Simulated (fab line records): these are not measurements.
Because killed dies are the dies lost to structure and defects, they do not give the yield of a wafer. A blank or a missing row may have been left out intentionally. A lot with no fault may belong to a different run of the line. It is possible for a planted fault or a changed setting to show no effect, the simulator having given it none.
fab line records	flow n5_finfet
record: lots: 24	wafers: 72	last_day: 20
route steps=1938 shown WELL_APT@43 PMOS_HMC_CHANNEL_EPI@89 FIN_SAQP@101
lots that met no fault: from a run of the same line without faults
start_h: hours from the record's first day to the start of the lot's first wafer shown	wait_h: hours elapsed since this lot's preceding step	" unchanged from the row above	L1.1+2: one row covering several wafers at once	- either no value or no given start	* or withheld: withheld	< > ~ a bound
route shown NAME@n: names a module that has steps shown in the file, with the first one's number in the route	usual: mean/standard deviation taken from wafers without a fault	same: alike in all rows	chamber/n: place in a boat	sites: the reading at each site	_std_site: the values' standard deviation	_edge_site: the outer-site mean with the inner-site mean subtracted	radius_mm: for every site, how far away it sits from the centre of the wafer	mask NAME#n: copy n	behind: the tool/chamber that last shaped the wafer	hold: cause of the lot's hold/its duration in hours/its outcome	device: the transistor (n, p or np) that didn't switch	end of line: the tests these same wafers got at the end of their route	a step without rows: its recipe alone	killed: not the wafer's yield, but the dies lost to structure and defects at the first sort	map: a wafer's dies, marking killed ones x, the rest . and places with no die _
set.NAME: the run value of the setting; set.NAME@STEP: its run value at that earlier step	model.NAME: the simulator's own value behind a step, which no gauge read
steps of the route over a sample of lots; a table a step, a row a wafer
services: when a tool's chamber went out of use (start_h, in hours from the record's first day, below 0 if earlier), for how many hours, and the reason
== steps ==
step: N5_WELL_APT_CD_MEAS_25
recipe: target_cd_nm: 200	landing_energy_ev: 500	detector: se_inlens
usual: cd_nm: 200.3/2.7
lot.wafer	tool	chamber	start_h	wait_h	cd_nm
L074.2	cd_sem-02	0	14.94	-	196.9
L074.3	"	0	"	"	199.9
L074.5	"	0	"	"	201.5
L075.3	cd_sem-01	0	21.19	-	199.2
L075.5	"	0	"	"	196.3
L075.6	"	0	"	"	202.1
L076.1	cd_sem-01	0	27.12	-	200.9
L076.4	"	0	"	"	201.0
L076.5	"	0	"	"	199.8
L077.1	cd_sem-02	0	32.82	-	203.2
L077.4	"	0	"	"	198.9
L077.5	"	0	"	"	200.7
L078.1	cd_sem-03	0	39.50	-	197.3
L078.3	"	0	"	"	200.1
L078.6	"	0	"	"	200.2
L079.1	cd_sem-03	0	44.82	-	194.4
L079.4	"	0	"	"	199.3
L079.6	"	0	"	"	197.6
L080.1	cd_sem-02	0	50.71	-	202.9
L080.3	"	0	"	"	202.0
L080.6	"	0	"	"	200.5
L081.2	cd_sem-01	0	56.93	-	198.4
L081.3	"	0	"	"	206.4
L081.4	"	0	"	"	199.4
L082.2	cd_sem-01	0	62.95	-	199.2
L082.4	"	0	"	"	204.5
L082.5	"	0	"	"	197.3
L083.2	cd_sem-01	0	69.42	-	197.8
L083.5	"	0	"	"	206.5
L083.6	"	0	"	"	198.7
L084.1	cd_sem-03	0	74.94	-	199.4
L084.4	"	0	"	"	201.0
L084.6	"	0	"	"	204.4
L085.1	cd_sem-01	0	80.93	-	200.7
L085.2	"	0	"	"	205.1
L085.4	"	0	"	"	201.1
L086.2	cd_sem-02	0	86.85	-	202.9
L086.4	"	0	"	"	206.0
L086.6	"	0	"	"	198.4
L087.1	cd_sem-01	0	92.98	-	203.0
L087.2	"	0	"	"	201.0
L087.4	"	0	"	"	205.6
L088.1	cd_sem-02	0	99.05	-	196.4
L088.2	"	0	"	"	201.9
L088.6	"	0	"	"	202.4
L089.1	cd_sem-01	0	105.06	-	205.6
L089.2	"	0	"	"	200.2
L089.6	"	0	"	"	199.3
L090.1	cd_sem-01	0	110.97	-	202.6
L090.3	"	0	"	"	205.5
L090.5	"	0	"	"	200.5
L091.1	cd_sem-03	0	116.97	-	197.6
L091.4	"	0	"	"	198.2
L091.5	"	0	"	"	196.6
L092.1	cd_sem-01	0	123.79	-	196.3
L092.3	"	0	"	"	198.5
L092.5	"	0	"	"	201.2
L093.3	cd_sem-02	0	129.51	-	194.8
L093.4	"	0	"	"	200.0
L093.6	"	0	"	"	198.2
L094.4	cd_sem-02	0	134.83	-	198.3
L094.5	"	0	"	"	204.5
L094.6	"	0	"	"	198.5
L095.2	cd_sem-02	0	140.80	-	201.8
L095.4	"	0	"	"	201.6
L095.5	"	0	"	"	199.3
L096.2	cd_sem-01	0	146.90	-	203.6
L096.3	"	0	"	"	201.7
L096.4	"	0	"	"	199.7
L097.1	cd_sem-02	0	153.25	-	202.0
L097.4	"	0	"	"	201.0
L097.6	"	0	"	"	206.7
step: N5_PMOS_HMC_CHANNEL_EPI_INSPECT_30
recipe: inspect_instrument: darkfield	mode: post_epi
usual: raw_defect_count: 18/5.8
lot.wafer	tool	chamber	start_h	wait_h	raw_defect_count
L074.2	defect_inspect-01	-	21.59	0.0	11
L074.3	"	-	"	"	28
L074.5	"	-	"	"	24
L075.3	defect_inspect-01	-	27.09	0.0	17
L075.5	"	-	"	"	17
L075.6	"	-	"	"	12
L076.1	defect_inspect-01	-	32.44	0.0	10
L076.4	"	-	"	"	28
L076.5	"	-	"	"	13
L077.1	defect_inspect-01	-	38.94	0.0	23
L077.4	"	-	"	"	16
L077.5	"	-	"	"	15
L078.1	defect_inspect-02	-	44.74	0.0	13
L078.3	"	-	"	"	18
L078.6	"	-	"	"	20
L079.1	defect_inspect-02	-	50.34	0.0	18
L079.4	"	-	"	"	27
L079.6	"	-	"	"	23
L080.1	defect_inspect-01	-	55.74	0.0	16
L080.3	"	-	"	"	11
L080.6	"	-	"	"	13
L081.2	defect_inspect-02	-	62.26	0.0	22
L081.3	"	-	"	"	24
L081.4	"	-	"	"	10
L082.2	defect_inspect-02	-	68.27	0.0	16
L082.4	"	-	"	"	10
L082.5	"	-	"	"	11
L083.2	defect_inspect-01	-	74.78	0.0	22
L083.5	"	-	"	"	10
L083.6	"	-	"	"	14
L084.1	defect_inspect-01	-	79.92	0.0	16
L084.4	"	-	"	"	17
L084.6	"	-	"	"	9
L085.1	defect_inspect-02	-	86.43	0.0	14
L085.2	"	-	"	"	19
L085.4	"	-	"	"	25
L086.2	defect_inspect-01	-	92.33	0.0	10
L086.4	"	-	"	"	23
L086.6	"	-	"	"	17
L087.1	defect_inspect-01	-	98.11	0.0	11
L087.2	"	-	"	"	21
L087.4	"	-	"	"	16
L088.1	defect_inspect-01	-	104.23	0.0	17
L088.2	"	-	"	"	14
L088.6	"	-	"	"	16
L089.1	defect_inspect-01	-	110.74	0.0	9
L089.2	"	-	"	"	19
L089.6	"	-	"	"	23
L090.1	defect_inspect-01	-	115.87	0.0	38
L090.3	"	-	"	"	14
L090.5	"	-	"	"	19
L091.1	defect_inspect-01	-	122.99	0.0	17
L091.4	"	-	"	"	15
L091.5	"	-	"	"	13
L092.1	defect_inspect-02	-	128.95	0.0	14
L092.3	"	-	"	"	20
L092.5	"	-	"	"	16
L093.3	defect_inspect-01	-	134.55	0.0	10
L093.4	"	-	"	"	27
L093.6	"	-	"	"	36
L094.4	defect_inspect-02	-	139.86	0.0	18
L094.5	"	-	"	"	15
L094.6	"	-	"	"	16
L095.2	defect_inspect-02	-	145.88	0.0	13
L095.4	"	-	"	"	15
L095.5	"	-	"	"	23
L096.2	defect_inspect-02	-	152.45	0.3	14
L096.3	"	-	"	"	13
L096.4	"	-	"	"	12
L097.1	defect_inspect-02	-	158.24	0.0	18
L097.4	"	-	"	"	23
L097.6	"	-	"	"	22
step: N5_FIN_SAQP_THK_MEAS_07
usual: thk_nm: 59.9/1
lot.wafer	tool	chamber	start_h	wait_h	thk_nm
L074.2	film_metro-01	-	22.88	0.1	60.2
L074.3	"	-	"	"	60.5
L074.5	"	-	"	"	61.0
L075.3	film_metro-02	-	28.00	0.1	60.4
L075.5	"	-	"	"	60.1
L075.6	"	-	"	"	59.4
L076.1	film_metro-01	-	33.39	0.1	59.5
L076.4	"	-	"	"	60.5
L076.5	"	-	"	"	60.7
L077.1	film_metro-01	-	39.86	0.1	59.4
L077.4	"	-	"	"	61.6
L077.5	"	-	"	"	59.5
L078.1	film_metro-01	-	45.68	0.1	60.2
L078.3	"	-	"	"	61.5
L078.6	"	-	"	"	60.7
L079.1	film_metro-02	-	51.29	0.1	59.7
L079.4	"	-	"	"	60.4
L079.6	"	-	"	"	60.6
L080.1	film_metro-01	-	56.96	0.2	59.0
L080.3	"	-	"	"	59.2
L080.6	"	-	"	"	59.1
L081.2	film_metro-01	-	63.16	0.1	59.7
L081.3	"	-	"	"	59.9
L081.4	"	-	"	"	59.4
L082.2	film_metro-01	-	70.00	0.1	60.1
L082.4	"	-	"	"	60.3
L082.5	"	-	"	"	60.8
L083.2	film_metro-01	-	77.16	0.1	60.8
L083.5	"	-	"	"	62.5
L083.6	"	-	"	"	62.2
L084.1	film_metro-01	-	81.59	0.1	59.8
L084.4	"	-	"	"	60.5
L084.6	"	-	"	"	60.8
L085.1	film_metro-01	-	87.30	0.1	58.6
L085.2	"	-	"	"	58.8
L085.4	"	-	"	"	59.3
L086.2	film_metro-02	-	94.96	0.1	59.0
L086.4	"	-	"	"	59.7
L086.6	"	-	"	"	58.8
L087.1	film_metro-02	-	100.06	0.1	58.1
L087.2	"	-	"	"	58.4
L087.4	"	-	"	"	60.2
L088.1	film_metro-02	-	105.07	0.1	58.8
L088.2	"	-	"	"	59.4
L088.6	"	-	"	"	59.2
L089.1	film_metro-01	-	112.04	0.1	61.1
L089.2	"	-	"	"	59.0
L089.6	"	-	"	"	60.5
L090.1	film_metro-02	-	117.01	0.1	57.8
L090.3	"	-	"	"	59.0
L090.5	"	-	"	"	59.3
L091.1	film_metro-02	-	124.09	0.1	58.6
L091.4	"	-	"	"	60.0
L091.5	"	-	"	"	59.6
L092.1	film_metro-02	-	129.78	0.1	61.1
L092.3	"	-	"	"	59.0
L092.5	"	-	"	"	59.4
L093.3	film_metro-02	-	135.41	0.1	60.6
L093.4	"	-	"	"	62.1
L093.6	"	-	"	"	60.0
L094.4	film_metro-02	-	140.74	0.0	60.9
L094.5	"	-	"	"	61.4
L094.6	"	-	"	"	62.7
L095.2	film_metro-01	-	146.80	0.1	59.3
L095.4	"	-	"	"	60.5
L095.5	"	-	"	"	59.5
L096.2	film_metro-01	-	153.29	0.1	58.8
L096.3	"	-	"	"	57.1
L096.4	"	-	"	"	61.3
L097.1	film_metro-02	-	159.08	0.1	57.4
L097.4	"	-	"	"	59.2
L097.6	"	-	"	"	61.4
step: N5_FIN_SAQP_RECESS_75
recipe: chemistry: HF/NH3	target: SiO2	target_depth_a: 144	afs_cycles: 3	temp_c: 30	sublimation_temp_c: 180	sublimation_time_s: 60
usual: drypump_motor_current_A: 5.6/0.34	temp_c: 29.99/0.1
lot.wafer	tool	chamber	start_h	wait_h	drypump_motor_current_A	temp_c
L074.2	vapor_etch-02	0	25.07	0.9	5.6	29.94
L074.3	"	1	"	"	5.1	29.95
L074.5	"	0	"	"	5.6	30.06
L075.3	vapor_etch-01	1	29.40	0.1	5.9	29.81
L075.5	"	1	"	"	5.9	30.03
L075.6	"	0	"	"	6.0	29.87
L076.1	vapor_etch-01	1	34.55	0.0	5.8	30.21
L076.4	"	1	"	"	5.9	30.05
L076.5	"	1	"	"	5.9	29.90
L077.1	vapor_etch-02	0	41.05	0.0	5.6	30.09
L077.4	"	0	"	"	5.6	29.97
L077.5	"	1	"	"	5.1	30.05
L078.1	vapor_etch-02	0	46.98	0.0	5.6	29.83
L078.3	"	0	"	"	5.5	29.97
L078.6	"	0	"	"	5.6	29.89
L079.1	vapor_etch-02	0	52.94	0.0	5.6	30.00
L079.4	"	0	"	"	5.6	29.98
L079.6	"	0	"	"	5.6	29.99
L080.1	vapor_etch-02	1	58.35	0.0	5.1	30.11
L080.3	"	0	"	"	5.5	30.09
L080.6	"	1	"	"	5.1	29.84
L081.2	vapor_etch-02	1	64.47	0.0	5.1	29.92
L081.3	"	0	"	"	5.6	29.85
L081.4	"	1	"	"	5.1	30.07
L082.2	vapor_etch-02	1	71.31	0.0	5.1	30.07
L082.4	"	1	"	"	5.1	29.95
L082.5	"	0	"	"	5.5	30.07
L083.2	vapor_etch-02	0	78.62	0.0	5.6	30.00
L083.5	"	1	"	"	5.1	29.89
L083.6	"	0	"	"	5.6	29.98
L084.1	vapor_etch-02	0	83.12	0.0	5.6	30.16
L084.4	"	1	"	"	5.1	30.15
L084.6	"	1	"	"	5.1	30.03
L085.1	vapor_etch-02	0	88.59	0.0	5.6	29.99
L085.2	"	1	"	"	5.1	29.98
L085.4	"	0	"	"	5.6	29.92
L086.2	vapor_etch-02	0	96.30	0.2	5.6	29.95
L086.4	"	1	"	"	5.1	29.89
L086.6	"	1	"	"	5.1	30.00
L087.1	vapor_etch-02	0	101.39	0.0	5.6	30.12
L087.2	"	1	"	"	5.1	29.88
L087.4	"	1	"	"	5.1	29.96
L088.1	vapor_etch-01	0	106.60	0.0	6.0	30.13
L088.2	"	1	"	"	5.9	29.96
L088.6	"	0	"	"	6.0	30.04
L089.1	vapor_etch-01	1	113.33	0.0	5.9	30.06
L089.2	"	0	"	"	6.0	30.00
L089.6	"	0	"	"	6.0	29.92
L090.1	vapor_etch-02	0	118.29	0.0	5.6	29.98
L090.3	"	0	"	"	5.6	30.01
L090.5	"	0	"	"	5.6	30.04
L091.1	vapor_etch-01	0	125.37	0.0	6.0	29.92
L091.4	"	1	"	"	5.8	30.06
L091.5	"	1	"	"	5.9	29.99
L092.1	vapor_etch-02	1	131.21	0.0	5.1	29.95
L092.3	"	1	"	"	5.1	29.93
L092.5	"	1	"	"	5.1	29.88
L093.3	vapor_etch-01	1	136.70	0.1	5.9	30.08
L093.4	"	0	"	"	6.0	29.95
L093.6	"	0	"	"	6.0	30.06
L094.4	vapor_etch-01	0	142.36	0.1	6.0	30.11
L094.5	"	1	"	"	5.9	30.04
L094.6	"	0	"	"	6.0	29.89
L095.2	vapor_etch-01	0	148.22	0.0	6.0	29.80
L095.4	"	1	"	"	5.9	29.91
L095.5	"	0	"	"	6.0	30.04
L096.2	vapor_etch-01	1	155.18	0.0	5.9	29.99
L096.3	"	0	"	"	6.0	30.01
L096.4	"	1	"	"	5.9	29.99
L097.1	vapor_etch-02	0	160.63	0.0	5.5	29.76
L097.4	"	1	"	"	5.1	30.05
L097.6	"	1	"	"	5.1	30.02
step: N5_FIN_SAQP_STRIP_70
recipe: chemistry: N2/H2	power_w: 500	temp_c: 40	pressure_mtorr: 50	rf_frequency_hz: 6e+07	overash_fraction: 0.3	bias_power_w: 28	h2_frac: 0.5	n2_flow_sccm: 300	h2_flow_sccm: 300
usual: bias_power_w: 27.99/0.083	drypump_motor_current_A: 5.6/0.42	oes_product_au: 0.77/0.06	rf_vpp_V: 121.8/0.98	showerhead_plenum_p_Torr: 3.33/0.12	temp_c: 39.99/0.12	throttle_valve_pct: 18.8/0.38
lot.wafer	tool	chamber	start_h	wait_h	bias_power_w	drypump_motor_current_A	oes_product_au	rf_hours_counter_h	rf_vpp_V	showerhead_plenum_p_Torr	temp_c	throttle_valve_pct
L074.2	rie_diel-05	2	27.19	0.0	28.10	5.3	0.75	167	122.1	3.43	40.18	18.3
L074.3	"	3	"	"	27.98	5.5	0.71	182	120.8	3.16	39.96	18.4
L074.5	"	0	"	"	28.02	5.2	0.78	-	119.7	3.24	40.08	18.9
L075.3	rie_diel-01	0	31.39	0.0	27.99	6.3	0.73	183	121.7	3.45	39.97	18.9
L075.5	"	2	"	"	27.96	5.1	0.74	-	122.0	3.39	40.06	19.8
L075.6	"	1	"	"	28.08	5.8	0.87	-	124.0	3.58	39.95	18.9
L076.1	rie_diel-04	0	36.67	0.0	27.89	5.8	0.84	82	122.1	3.41	39.95	18.8
L076.4	"	1	"	"	27.92	6.1	0.76	129	121.3	3.24	40.05	19.0
L076.5	"	1	"	"	27.96	6.1	0.76	-	120.7	3.24	40.07	19.0
L077.1	rie_diel-01	1	44.36	0.0	27.91	5.9	0.86	62	122.7	3.58	39.76	18.9
L077.4	"	0	"	"	28.04	6.3	0.71	187	122.2	3.45	39.84	18.9
L077.5	"	2	"	"	28.10	5.1	0.74	-	121.3	3.39	40.01	19.8
L078.1	rie_diel-01	2	49.10	0.0	27.94	5.1	0.75	161	121.5	3.39	40.09	19.8
L078.3	"	3	"	"	27.98	5.0	0.81	91	122.0	3.22	39.97	18.5
L078.6	"	3	"	"	27.97	5.1	0.81	-	123.2	3.22	40.00	18.6
L079.1	rie_diel-04	2	55.81	0.0	27.97	5.6	0.69	249	123.0	3.43	40.04	19.3
L079.4	"	1	"	"	28.13	6.1	0.75	136	120.9	3.24	39.85	19.0
L079.6	"	2	"	"	27.86	5.6	0.68	-	123.6	3.43	40.13	19.3
L080.1	rie_diel-05	3	60.69	0.0	27.88	5.4	0.70	193	120.4	3.16	40.17	18.4
L080.3	"	0	"	"	27.98	5.2	0.78	149	120.9	3.23	40.01	18.9
L080.6	"	1	"	"	28.14	6.2	0.81	-	121.2	3.35	40.15	18.9
L081.2	rie_diel-01	3	66.89	0.0	28.06	5.0	0.80	97	122.3	3.22	39.99	18.6
L081.3	"	2	"	"	27.87	5.1	0.74	168	122.1	3.38	39.83	19.8
L081.4	"	0	"	"	27.99	6.3	0.72	195	122.8	3.44	40.10	18.9
L082.2	rie_diel-01	2	73.72	0.0	28.00	5.1	0.74	171	121.1	3.38	40.13	19.8
L082.4	"	1	"	"	27.91	5.8	0.85	73	123.0	3.57	39.87	18.9
L082.5	"	0	"	"	27.94	6.2	0.71	-	122.0	3.44	39.93	18.9
L083.2	rie_diel-04	2	80.73	0.0	27.85	5.6	1.00	1	122.0	3.43	40.01	18.8
L083.5	"	3	"	"	28.04	5.5	0.80	-	120.5	3.23	39.95	18.6
L083.6	"	0	"	"	28.05	5.8	0.82	-	121.9	3.40	39.87	18.9
L084.1	rie_diel-05	3	85.24	0.0	27.91	5.5	0.70	200	122.0	3.15	39.83	18.4
L084.4	"	0	"	"	27.98	5.1	0.77	156	121.4	3.23	39.82	19.0
L084.6	"	3	"	"	28.04	5.5	0.70	-	121.5	3.16	39.82	18.4
L085.1	rie_diel-01	1	90.84	0.0	28.03	5.8	0.84	79	122.3	3.57	39.92	18.9
L085.2	"	3	"	"	27.93	5.1	0.79	106	120.5	3.21	39.97	18.6
L085.4	"	2	"	"	28.00	5.1	0.73	176	122.7	3.38	40.08	19.8
L086.2	rie_diel-04	2	98.81	0.0	28.02	5.6	0.97	6	121.0	3.42	39.92	18.8
L086.4	"	1	"	"	27.98	6.1	0.74	153	120.3	3.23	39.98	19.0
L086.6	"	0	"	"	27.98	5.8	0.81	-	119.7	3.40	40.20	18.9
L087.1	rie_diel-05	0	103.57	0.0	27.95	5.1	0.77	161	118.7	3.23	40.01	19.0
L087.2	"	1	"	"	27.82	6.2	0.80	108	121.9	3.35	40.02	19.0
L087.4	"	2	"	"	27.90	5.3	0.72	191	123.0	3.42	40.05	18.3
L088.1	rie_diel-05	1	108.74	0.0	27.86	6.2	0.81	109	122.1	3.35	39.82	18.9
L088.2	"	0	"	"	27.89	5.2	0.76	163	121.0	3.22	40.09	19.0
L088.6	"	0	"	"	27.88	5.2	0.76	-	121.4	3.23	40.08	19.0
L089.1	rie_diel-05	2	115.55	0.0	28.02	5.3	0.72	195	122.8	3.42	39.94	18.3
L089.2	"	1	"	"	27.97	6.2	0.79	112	122.4	3.34	40.22	18.9
L089.6	"	3	"	"	28.10	5.5	0.70	-	120.5	3.15	40.09	18.4
L090.1	rie_diel-04	2	120.45	0.0	28.02	5.6	0.95	13	122.8	3.42	39.87	18.8
L090.3	"	1	"	"	28.04	6.1	0.74	160	121.7	3.23	40.19	19.0
L090.5	"	1	"	"	28.05	6.2	0.74	-	120.4	3.23	40.15	19.0
L091.1	rie_diel-05	0	128.27	0.0	28.15	5.2	0.76	169	121.7	3.22	39.95	19.0
L091.4	"	1	"	"	28.05	6.2	0.80	116	123.2	3.34	39.83	19.0
L091.5	"	1	"	"	28.03	6.1	0.80	-	122.0	3.34	39.75	19.0
L092.1	rie_diel-05	0	133.33	0.0	27.91	5.1	0.75	170	120.4	3.22	39.99	19.0
L092.3	"	2	"	"	28.03	5.3	0.72	201	121.8	3.41	39.85	18.3
L092.5	"	2	"	"	28.06	5.3	0.71	-	124.0	3.41	39.90	18.3
L093.3	rie_diel-05	2	138.81	0.0	27.83	5.3	0.71	203	123.0	3.41	40.14	18.3
L093.4	"	1	"	"	28.03	6.2	0.79	120	123.2	3.34	40.13	19.0
L093.6	"	2	"	"	27.83	5.3	0.71	-	122.7	3.41	40.13	18.3
L094.4	rie_diel-01	2	145.58	0.0	27.98	5.2	0.72	194	121.4	3.37	40.00	19.9
L094.5	"	3	"	"	28.01	5.1	0.78	-	120.9	3.20	40.18	18.6
L094.6	"	0	"	"	28.04	6.2	0.70	-	123.1	3.43	39.70	18.9
L095.2	rie_diel-04	0	150.47	0.0	28.10	5.8	0.80	123	122.2	3.39	40.02	18.9
L095.4	"	2	"	"	27.94	5.6	0.90	24	121.3	3.41	40.06	18.9
L095.5	"	3	"	"	27.87	5.5	0.77	-	120.4	3.22	39.82	18.7
L096.2	rie_diel-01	3	158.62	0.0	28.07	5.1	0.77	128	120.9	3.20	40.16	18.6
L096.3	"	0	"	"	27.96	6.3	0.69	226	122.7	3.43	40.02	19.0
L096.4	"	1	"	"	27.94	5.8	0.81	102	122.5	3.55	40.01	19.0
L097.1	rie_diel-05	1	162.89	0.0	28.04	6.2	0.79	130	121.7	3.33	39.85	18.9
L097.4	"	3	"	"	27.90	5.5	0.69	226	121.4	3.14	39.82	18.5
L097.6	"	0	"	"	28.01	5.1	0.75	-	120.3	3.21	40.14	19.0
step: N5_FIN_SAQP_CD_MEAS_31
recipe: target_cd_nm: 8	landing_energy_ev: 1000	detector: se_inlens	polarity: line
usual: cd_nm: 8.09/0.24
lot.wafer	tool	chamber	start_h	wait_h	cd_nm
L074.2	cd_sem-03	0	27.92	0.1	7.97
L074.3	"	0	"	"	7.90
L074.5	"	0	"	"	8.32
L075.3	cd_sem-02	0	32.43	0.1	7.81
L075.5	"	0	"	"	7.69
L075.6	"	0	"	"	7.49
L076.1	cd_sem-01	0	37.51	0.1	8.07
L076.4	"	0	"	"	8.11
L076.5	"	0	"	"	8.47
L077.1	cd_sem-03	0	45.11	0.1	8.21
L077.4	"	0	"	"	8.13
L077.5	"	0	"	"	7.78
L078.1	cd_sem-01	0	50.27	0.1	7.96
L078.3	"	0	"	"	8.24
L078.6	"	0	"	"	8.19
L079.1	cd_sem-01	0	56.56	0.1	8.49
L079.4	"	0	"	"	8.42
L079.6	"	0	"	"	7.79
L080.1	cd_sem-01	0	61.43	0.1	7.64
L080.3	"	0	"	"	8.00
L080.6	"	0	"	"	8.24
L081.2	cd_sem-01	0	67.62	0.1	7.97
L081.3	"	0	"	"	8.14
L081.4	"	0	"	"	7.97
L082.2	cd_sem-02	0	74.45	0.1	8.08
L082.4	"	0	"	"	8.06
L082.5	"	0	"	"	8.21
L083.2	cd_sem-03	0	82.03	0.1	8.18
L083.5	"	0	"	"	8.12
L083.6	"	0	"	"	8.13
L084.1	cd_sem-02	0	86.59	0.1	8.14
L084.4	"	0	"	"	8.31
L084.6	"	0	"	"	8.03
L085.1	cd_sem-01	0	92.00	0.1	8.25
L085.2	"	0	"	"	7.65
L085.4	"	0	"	"	8.29
L086.2	cd_sem-03	0	100.06	0.1	8.02
L086.4	"	0	"	"	8.14
L086.6	"	0	"	"	8.18
L087.1	cd_sem-01	0	104.29	0.1	8.49
L087.2	"	0	"	"	8.15
L087.4	"	0	"	"	8.39
L088.1	cd_sem-02	0	109.47	0.1	8.05
L088.2	"	0	"	"	7.89
L088.6	"	0	"	"	8.08
L089.1	cd_sem-01	0	116.31	0.1	7.93
L089.2	"	0	"	"	7.80
L089.6	"	0	"	"	8.08
L090.1	cd_sem-02	0	121.17	0.1	8.32
L090.3	"	0	"	"	8.31
L090.5	"	0	"	"	8.04
L091.1	cd_sem-03	0	129.01	0.1	7.77
L091.4	"	0	"	"	7.81
L091.5	"	0	"	"	8.29
L092.1	cd_sem-01	0	134.06	0.1	8.09
L092.3	"	0	"	"	8.16
L092.5	"	0	"	"	8.21
L093.3	cd_sem-03	0	139.54	0.1	8.01
L093.4	"	0	"	"	7.93
L093.6	"	0	"	"	8.08
L094.4	cd_sem-03	0	146.54	0.1	7.90
L094.5	"	0	"	"	7.94
L094.6	"	0	"	"	7.78
L095.2	cd_sem-01	0	151.19	0.1	7.95
L095.4	"	0	"	"	7.75
L095.5	"	0	"	"	7.84
L096.2	cd_sem-01	0	159.76	0.1	8.35
L096.3	"	0	"	"	8.00
L096.4	"	0	"	"	8.21
L097.1	cd_sem-03	0	163.71	0.1	8.14
L097.4	"	0	"	"	8.01
L097.6	"	0	"	"	8.48
== services ==
tool	chamber	start_h	hours	kind
vapor_etch-01	-	43.57	2.8	pm
vapor_etch-01	-	51.16	3.3	repair
rie_diel-04	2	60.97	-	clean
rie_diel-04	2	60.97	-	consumable_replace:focus_ring
rie_diel-04	2	60.97	17.9	scheduled_down
rie_diel-04	2	60.97	17.9	vent_cycle
vapor_etch-01	1	63.01	2.8	repair
== key ==
fault none
